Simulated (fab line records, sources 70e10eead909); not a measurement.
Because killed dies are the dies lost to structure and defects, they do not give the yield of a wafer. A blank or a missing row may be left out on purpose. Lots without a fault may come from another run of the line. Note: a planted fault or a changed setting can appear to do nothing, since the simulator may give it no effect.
The tool behind it: which one?    flow nandHarc    12 lots with 36 wafers sampled at 3 steps, on a route of 1302 steps

## WHAT THE GAUGES READ, wafer by wafer
NHARC_A_SGD_CUT_CD_MEAS_09: the cd target is 100 nm.
lot   measured      on        cdNm (nm)
L077  day 20 02:49  cdSem-01  98.8 100.0 98.8
L076  day 20 16:01  cdSem-03  100.7 100.3 99.9
L078  day 21 06:43  cdSem-03  100.8 100.6 100.7
L081  day 21 17:02  cdSem-01  99.4 99.3 99.3
L083  day 23 14:04  cdSem-02  100.8 99.6 99.7
L084  day 23 14:22  cdSem-02  99.7 99.7 100.1
L087  day 24 14:58  cdSem-02  101.0 100.4 100.6
L088  day 25 07:21  cdSem-01  100.2 100.8 100.6
L091  day 27 04:41  cdSem-01  100.9 99.8 99.8
L093  day 27 10:47  cdSem-01  99.1 99.0 99.3
L095  day 28 11:15  cdSem-03  99.3 99.7 99.7
L096  day 29 00:01  cdSem-01  98.9 99.1 99.4

## WHICH TOOL RAN EACH LOT (tool, then ch and the chambers of the sampled wafers, then the start)
lot   NHARC_A_STAIRCASE_ETCH_315                    NHARC_A_STAIRCASE_DEP_471
L077  rieDiel-02 ch 0,1, day 20 01:26 or earlier    pecvd-02 ch 0,1, day 20 01:26
L076  rieDiel-02 ch 2,3, day 20 14:38 or earlier    pecvd-03 ch 1,2, day 20 14:38
L078  rieDiel-07 ch 0,3, day 21 05:18 or earlier    pecvd-02 ch 0,1, day 21 05:18
L081  rieDiel-07 ch 0,2,3, day 21 15:41 or earlier  pecvd-04 ch 0,1, day 21 15:41
L083  rieDiel-07 ch 0,2,3, day 23 12:40 or earlier  pecvd-04 ch 0,1,2, day 23 12:40
L084  rieDiel-07 ch 1,2,3, day 23 12:55 or earlier  pecvd-03 ch 0,2, day 23 12:55
L087  rieDiel-07 ch 1,2,3, day 24 13:29 or earlier  pecvd-02 ch 0,1, day 24 13:29
L088  rieDiel-10 ch 2,3, day 25 05:55 or earlier    pecvd-03 ch 0,2, day 25 05:55
L091  rieDiel-10 ch 0,2,3, day 27 03:17 or earlier  pecvd-04 ch 0,1,2, day 27 03:17
L093  rieDiel-10 ch 0,2, day 27 09:18 or earlier    pecvd-03 ch 1,2, day 27 09:18
L095  rieDiel-10 ch 0,1,2, day 28 09:50 or earlier  pecvd-03 ch 1,2, day 28 09:50
L096  rieDiel-02 ch 0,2, day 28 22:37 or earlier    pecvd-04 ch 0,1, day 28 22:37
- NHARC_A_STAIRCASE_ETCH_315: etches the open film in C4F8/O2/Ar, target depth 2500 nm, time 607.1 s.
- NHARC_A_STAIRCASE_DEP_471: deposits SiO2, target thk 100 nm.

## THE ANSWER, worked out from the rows above alone
Rule: the lots themselves supply what counts as usual. The widest of any qualifying gaps counts: lots, ordered by their means at a reading, are off when they make up no more than a third of the lots, leave a main group of 4 or more, and stand apart from it by 3 or more times the standard deviation of that group's means. If all means in a main group match to the digits the tables above print for the reading, that group is not used. Also off: a lot with no number at a reading for which 4 or more lots have one. Any other lot the step has rows for is counted as sound.
Across all readings shown, no lot is off: no conclusion can be drawn from this.

## WHAT HAD BEEN PUT IN BY THE SIMULATOR
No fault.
